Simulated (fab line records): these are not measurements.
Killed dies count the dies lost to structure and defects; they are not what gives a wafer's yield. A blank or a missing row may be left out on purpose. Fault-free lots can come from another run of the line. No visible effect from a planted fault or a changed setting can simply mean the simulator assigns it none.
fab line records -- flow n5Finfet
record lots=6, wafers=17, lastDay=17
route steps=1938 shown BEOL_M3@999 BEOL_M4@1111
lots with no fault: from the same line, run without faults
startH: the number of hours between the record's first day and the start of the first shown wafer of the lot -- waitH: hours elapsed since this lot's preceding step -- " same as the row above -- L1.1+2: a row that stands for several wafers -- - no value, or no start given -- * or withheld: withheld -- < > ~ a bound
route shown NAME@n: a module of which the file shows steps, and the number in the route of the first -- usual: mean/standard deviation taken from wafers without a fault -- same: alike in all rows -- chamber/n: place in a boat -- sites: readings site by site -- _std_site: the values' standard deviation -- _edge_site: outer sites' mean less inner sites' -- radiusMm: for every site, how far away it sits from the centre of the wafer -- mask NAME#n: copy n -- behind: the most recent tool/chamber to have shaped the wafer -- hold: why the lot was held/for how many hours/how that ended -- device: whichever transistor did not switch (one of n, p or np) -- end of line: the same wafers' tests at the end of the route -- a step without rows: its recipe alone -- killed: the dies lost at the first sort to structure and to defects; this is not the yield of the wafer -- map: a wafer's dies, marking killed ones x, the rest . and places with no die _
set.NAME: the setting that was run; set.NAME@STEP: the one run at that earlier step -- model.NAME: the simulator's own value behind a step, which no gauge read
certain route steps with their lots: each step a table, each wafer a row
services: the hour from which a tool's chamber was out of use, counted from the record's first day as startH (under 0 if before that day), plus the number of hours and why
## steps
# step N5_BEOL_M3_ANNEAL_82
# recipe tempC=400, timeS=240, ambient=vacuum
# step N5_BEOL_M3_SPUTTER_86
# recipe material=Cu, targetThkA=45, tempC=-20, chamberPressurePa=0.07, powerW=withheld, timeS=8.29
# usual chamberPressurePa=0.06998/0.00014, throttleValvePct=30.0/0.64
lot.wafer,tool,chamber,startH,waitH,chamberPressurePa,throttleValvePct
L709.3,pvdSputter-01,-,155.87,0.1,0.07,29.8
L709.5,pvdSputter-01,-,155.87,0.1,0.07018,30.5
L709.6,pvdSputter-01,-,155.87,0.1,0.07022,30.2
L710.2,pvdSputter-02,-,171.28,0.1,0.07003,31.2
L710.4,pvdSputter-02,-,171.28,0.1,0.0702,29.0
L710.6,pvdSputter-02,-,171.28,0.1,0.06988,29.3
L723.2,pvdSputter-01,-,238.08,0.1,0.07008,29.7
L723.5,pvdSputter-01,-,238.08,0.1,0.07025,29.9
L726.3,pvdSputter-02,-,254.73,0.1,0.06983,30.6
L726.4,pvdSputter-02,-,254.73,0.1,0.06999,29.3
L726.6,pvdSputter-02,-,254.73,0.1,0.07031,29.3
L727.2,pvdSputter-03,-,265.46,0.1,0.07018,29.6
L727.5,pvdSputter-03,-,265.46,0.1,0.06981,29.1
L727.6,pvdSputter-03,-,265.46,0.1,0.07028,29.7
L731.1,pvdSputter-03,-,283.53,0.1,0.06984,30.8
L731.3,pvdSputter-03,-,283.53,0.1,0.07,29.1
L731.6,pvdSputter-03,-,283.53,0.1,0.06991,30.4
# step N5_BEOL_M3_ANNEAL_87
# recipe tempC=400, timeS=240, ambient=vacuum
# step N5_BEOL_M3_SPUTTER_88
# recipe material=Cu, targetThkA=45, tempC=-20, chamberPressurePa=0.07, powerW=withheld, timeS=8.29
# step N5_BEOL_M3_ANNEAL_89
# recipe tempC=400, timeS=240, ambient=vacuum
# usual heaterPowerW=780/87
lot.wafer,tool,chamber,startH,waitH,heaterPowerW
L709.3,pvdSputter-01,-,156.17,0.0,660
L709.5,pvdSputter-01,-,156.17,0.0,881
L709.6,pvdSputter-01,-,156.17,0.0,692
L710.2,pvdSputter-02,-,171.58,0.0,734
L710.4,pvdSputter-02,-,171.58,0.0,701
L710.6,pvdSputter-02,-,171.58,0.0,702
L723.2,pvdSputter-01,-,238.38,0.0,664
L723.5,pvdSputter-01,-,238.38,0.0,656
L726.3,pvdSputter-02,-,255.03,0.0,783
L726.4,pvdSputter-02,-,255.03,0.0,698
L726.6,pvdSputter-02,-,255.03,0.0,981
L727.2,pvdSputter-03,-,265.76,0.0,815
L727.5,pvdSputter-03,-,265.76,0.0,851
L727.6,pvdSputter-03,-,265.76,0.0,813
L731.1,pvdSputter-03,-,283.83,0.0,751
L731.3,pvdSputter-03,-,283.83,0.0,853
L731.6,pvdSputter-03,-,283.83,0.0,755
# step N5_BEOL_M3_SPUTTER_90
# recipe material=Cu, targetThkA=45, tempC=-20, chamberPressurePa=0.07, powerW=withheld, timeS=8.29
# usual chamberPressurePa=0.07001/0.00014, throttleValvePct=30.0/0.63
lot.wafer,tool,chamber,startH,waitH,chamberPressurePa,throttleValvePct
L709.3,pvdSputter-01,-,156.31,0.1,0.0702,30.0
L709.5,pvdSputter-01,-,156.31,0.1,0.06987,30.5
L709.6,pvdSputter-01,-,156.31,0.1,0.06983,30.1
L710.2,pvdSputter-02,-,171.72,0.1,0.07002,31.1
L710.4,pvdSputter-02,-,171.72,0.1,0.06976,29.4
L710.6,pvdSputter-02,-,171.72,0.1,0.06998,29.1
L723.2,pvdSputter-01,-,238.52,0.1,0.07016,29.9
L723.5,pvdSputter-01,-,238.52,0.1,0.07011,29.7
L726.3,pvdSputter-02,-,255.17,0.1,0.06988,30.6
L726.4,pvdSputter-02,-,255.17,0.1,0.07022,29.4
L726.6,pvdSputter-02,-,255.17,0.1,0.07001,29.2
L727.2,pvdSputter-03,-,265.90,0.1,0.06973,29.8
L727.5,pvdSputter-03,-,265.90,0.1,0.07014,29.1
L727.6,pvdSputter-03,-,265.90,0.1,0.06993,29.7
L731.1,pvdSputter-03,-,283.97,0.1,0.06985,30.5
L731.3,pvdSputter-03,-,283.97,0.1,0.06966,29.3
L731.6,pvdSputter-03,-,283.97,0.1,0.07022,30.5
# step N5_BEOL_M3_ANNEAL_91
# recipe tempC=400, timeS=240, ambient=vacuum
# usual heaterPowerW=780/84
lot.wafer,tool,chamber,startH,waitH,heaterPowerW
L709.3,pvdSputter-01,-,156.39,0.0,659
L709.5,pvdSputter-01,-,156.39,0.0,893
L709.6,pvdSputter-01,-,156.39,0.0,697
L710.2,pvdSputter-02,-,171.80,0.0,720
L710.4,pvdSputter-02,-,171.80,0.0,717
L710.6,pvdSputter-02,-,171.80,0.0,693
L723.2,pvdSputter-01,-,238.60,0.0,667
L723.5,pvdSputter-01,-,238.60,0.0,671
L726.3,pvdSputter-02,-,255.25,0.0,779
L726.4,pvdSputter-02,-,255.25,0.0,707
L726.6,pvdSputter-02,-,255.25,0.0,948
L727.2,pvdSputter-03,-,265.98,0.0,802
L727.5,pvdSputter-03,-,265.98,0.0,841
L727.6,pvdSputter-03,-,265.98,0.0,792
L731.1,pvdSputter-03,-,284.05,0.0,753
L731.3,pvdSputter-03,-,284.05,0.0,859
L731.6,pvdSputter-03,-,284.05,0.0,784
# step N5_BEOL_M3_SPUTTER_92
# recipe material=Cu, targetThkA=45, tempC=-20, chamberPressurePa=0.07, powerW=withheld, timeS=8.29
# step N5_BEOL_M3_ANNEAL_93
# recipe tempC=400, timeS=240, ambient=vacuum
# usual heaterPowerW=779/87
lot.wafer,tool,chamber,startH,waitH,heaterPowerW
L709.3,pvdSputter-01,-,156.61,0.0,657
L709.5,pvdSputter-01,-,156.61,0.0,888
L709.6,pvdSputter-01,-,156.61,0.0,678
L710.2,pvdSputter-02,-,172.02,0.0,715
L710.4,pvdSputter-02,-,172.02,0.0,686
L710.6,pvdSputter-02,-,172.02,0.0,705
L723.2,pvdSputter-01,-,238.82,0.0,658
L723.5,pvdSputter-01,-,238.82,0.0,665
L726.3,pvdSputter-02,-,255.47,0.0,771
L726.4,pvdSputter-02,-,255.47,0.0,685
L726.6,pvdSputter-02,-,255.47,0.0,961
L727.2,pvdSputter-03,-,266.20,0.0,822
L727.5,pvdSputter-03,-,266.20,0.0,873
L727.6,pvdSputter-03,-,266.20,0.0,813
L731.1,pvdSputter-03,-,284.27,0.0,762
L731.3,pvdSputter-03,-,284.27,0.0,862
L731.6,pvdSputter-03,-,284.27,0.0,760
# step N5_BEOL_M3_SPUTTER_94
# recipe material=Cu, targetThkA=45, tempC=-20, chamberPressurePa=0.07, powerW=withheld, timeS=8.29
# step N5_BEOL_M3_ANNEAL_95
# recipe tempC=400, timeS=240, ambient=vacuum
# step N5_BEOL_M3_SPUTTER_96
# recipe material=Cu, targetThkA=45, tempC=-20, chamberPressurePa=0.07, powerW=withheld, timeS=8.29
# step N5_BEOL_M3_ECD_50
# recipe material=Cu, targetThkA=3000
lot.wafer,tool,chamber,startH,waitH,model.Cu_of_BEOL_M3_ECD_50.thkNm
L709.3,ecdCu-02,1,157.11,0.1,299
L709.5,ecdCu-02,0,157.11,0.1,303.2
L709.6,ecdCu-02,1,157.11,0.1,300.8
L710.2,ecdCu-01,0,172.50,0.1,298.2
L710.4,ecdCu-01,0,172.50,0.1,293
L710.6,ecdCu-01,1,172.50,0.1,302.8
L723.2,ecdCu-02,0,239.30,0.1,139.4
L723.5,ecdCu-02,0,239.30,0.1,144
L726.3+6,ecdCu-01,"0,1",255.98,0.1,303
L726.4,ecdCu-01,1,255.98,0.1,299.6
L727.2+5,ecdCu-02,"0,1",266.68,0.1,139
L727.6,ecdCu-02,0,266.68,0.1,302
L731.1,ecdCu-01,1,284.76,0.1,299.2
L731.3,ecdCu-01,1,284.76,0.1,301.4
L731.6,ecdCu-01,1,284.76,0.1,300.4
# step N5_BEOL_M3_ANNEAL_51
# recipe tempC=225, timeS=90, ambient=N2
# step N5_BEOL_M3_CMP_52
# recipe stopOn=SiOC, tOverpolishS=6.8, downForcePsi=1, platenRpm=50, clearingPlatenDownForcePsi=1.5, clearingPlatenRpm=50, postCmpClean=cuAlkaline, targetThkNm=40, clearingPlatenPadVelocityMS=0.99484, padVelocityMS=0.99484
# usual motorCurrentA=6.3/0.63, timeToEndpointS=64/3.8
lot.wafer,tool,chamber,startH,waitH,motorCurrentA,timeToEndpointS
L709.3,cmp-04,3,157.54,0.2,5.7,62
L709.5,cmp-04,1,157.54,0.2,5.5,66
L709.6,cmp-04,2,157.54,0.2,6.4,59
L710.4,cmp-04,3,172.87,0.1,5.6,63
L710.2,cmp-04,2,172.87,0.1,6.3,58
L710.6,cmp-04,3,172.87,0.1,5.7,62
L723.2,cmp-03,3,239.67,0.2,6.3,28
L723.5,cmp-03,3,239.67,0.2,6.5,30
L726.4,cmp-02,1,256.67,0.1,6.7,64
L726.3,cmp-02,2,256.67,0.1,7.8,67
L726.6,cmp-02,1,256.67,0.1,6.5,65
L727.2,cmp-04,0,267.09,0.2,5.4,31
L727.6,cmp-04,0,267.09,0.2,5.5,66
L727.5,cmp-04,1,267.09,0.2,5.8,35
L731.1,cmp-03,1,285.13,0.3,6.3,61
L731.3,cmp-03,3,285.13,0.3,6.4,60
L731.6,cmp-03,1,285.13,0.3,6.2,61
# step N5_BEOL_M3_THK_MEAS_53
# recipe thkMeasGauge=xrf, reads=Cu_of_BEOL_M3_ECD_50
# usual M3_THK=39.5/1.7
lot.wafer,tool,chamber,startH,waitH,M3_THK[nm]
L709.3,filmMetro-01,-,157.76,-,36.2
L709.5,filmMetro-01,-,157.76,-,39.7
L709.6,filmMetro-01,-,157.76,-,35.7
L710.2,filmMetro-02,-,173.17,-,39.6
L710.4,filmMetro-02,-,173.17,-,41.4
L710.6,filmMetro-02,-,173.17,-,39.4
L723.2,filmMetro-01,-,239.97,-,39.2
L723.5,filmMetro-01,-,239.97,-,40.6
L726.3,filmMetro-01,-,256.96,-,39.6
L726.4,filmMetro-01,-,256.96,-,39.6
L726.6,filmMetro-01,-,256.96,-,40.4
L727.2,filmMetro-01,-,267.39,-,39.8
L727.5,filmMetro-01,-,267.39,-,41.0
L727.6,filmMetro-01,-,267.39,-,39.6
L731.1,filmMetro-02,-,285.43,-,37.7
L731.3,filmMetro-02,-,285.43,-,39.5
L731.6,filmMetro-02,-,285.43,-,39.1
# step N5_BEOL_M4_RC_MEAS_101
# usual DIBL_N=36.8/1.5, DIBL_P=37.1/2.1, IOFF_N=0.168/0.03, IOFF_P=0.22/0.034, ION_N=679/12, ION_P=466/8, SS_N=71.7/0.58, SS_P=73.5/0.67, VT_N=248.8/2.7, VT_P=-250/3.3
lot.wafer,tool,chamber,startH,waitH,DIBL_N[mV/V],DIBL_P[mV/V],IOFF_N[nA/um],IOFF_P[nA/um],ION_N[uA/um],ION_P[uA/um],SS_N[mV/dec],SS_P[mV/dec],VT_N[mV],VT_P[mV]
L709.3,prober-01,0,170.95,0.3,37.1,38.3,0.189,0.25,681,461,71.5,73.4,245.9,-247
L709.5,prober-01,0,170.95,0.3,37.0,37.9,0.182,0.25,684,467,71.4,74.3,248.8,-247
L709.6,prober-01,0,170.95,0.3,38.0,39.9,0.210,0.28,692,471,71.4,74.6,246.4,-245
L710.2,prober-01,0,181.64,0.2,38.3,38.9,0.182,0.25,690,470,71.7,73.5,243.2,-247
L710.4,prober-01,0,181.64,0.2,35.0,34.0,0.110,0.17,651,459,71.0,71.8,250.6,-253
L710.6,prober-01,0,181.64,0.2,36.2,35.3,0.132,0.18,668,463,70.8,72.6,251.6,-251
L723.2,prober-02,0,248.67,0.2,37.2,38.2,0.199,0.22,688,458,72.1,73.5,244.9,-253
L723.5,prober-02,0,248.67,0.2,35.6,37.3,0.161,0.20,670,466,72.2,72.8,248.6,-251
L726.3,prober-01,0,268.76,0.3,39.5,39.8,0.219,0.28,721,484,71.9,75.0,243.3,-248
L726.4,prober-01,0,268.76,0.3,38.2,38.4,0.191,0.25,708,483,72.1,74.7,244.5,-248
L726.6,prober-01,0,268.76,0.3,36.8,35.6,0.149,0.20,683,468,71.5,72.9,251.1,-250
L727.2,prober-01,0,275.85,0.2,36.1,37.2,0.151,0.21,676,466,72.6,73.5,248.1,-250
L727.5,prober-01,0,275.85,0.2,36.1,38.0,0.150,0.22,677,468,71.6,73.7,248.9,-249
L727.6,prober-01,0,275.85,0.2,35.6,36.2,0.142,0.19,675,464,71.1,73.2,249.6,-252
L731.1,prober-01,0,314.51,0.0,36.6,37.8,0.161,0.24,677,472,71.6,73.3,247.9,-245
L731.3,prober-01,0,314.51,0.0,37.6,37.9,0.165,0.24,670,466,71.9,74.0,251.3,-247
L731.6,prober-01,0,314.51,0.0,36.5,36.5,0.147,0.22,673,466,71.4,73.2,250.9,-251
## services
tool,chamber,startH,hours,kind
pvdSputter-02,-,153.89,1.6,repair
cmp-04,-,192.99,4.0,pm
cmp-04,-,196.99,-,consumableReplace:conditioner
cmp-04,-,196.99,-,consumableReplace:pad
cmp-03,-,203.68,0.3,repair
ecdCu-01,-,204.71,3.2,repair
ecdCu-02,-,209.48,5.5,repair
cmp-02,-,212.38,0.3,repair
cmp-04,-,221.33,1.1,repair
ecdCu-01,-,232.59,3.9,pm
cmp-03,-,240.60,4.1,repair
ecdCu-01,-,242.71,0.5,repair
cmp-03,-,253.55,4.0,pm
cmp-04,-,257.30,1.7,repair
cmp-04,-,269.06,3.8,repair
cmp-03,-,274.21,0.6,repair
cmp-02,-,279.47,6.2,repair
## key
firstSign step=N5_BEOL_M3_CMP_52, reading=timeToEndpointS, direction=down, sigmas=8.7, usual=*, struck=*
effect none on later readings
modelEffect step=N5_BEOL_M3_ECD_50, value=Cu_of_BEOL_M3_ECD_50.thkNm, without=300.2, struck=140.3
metAt N5_BEOL_M3_ECD_50
struckWafers L723.2,L723.5,L727.2,L727.5
onsetBetween 157.11 239.30
fault kind=processParameterDrift, tool=ecdCu-02, chamber=-, onsetH=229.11, steps=N5_BEOL_M3_ECD_50, channel=targetThkA, offset=*, shape=step, endH=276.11, scope=struckWafersOnly, actsIn=*, stated=*
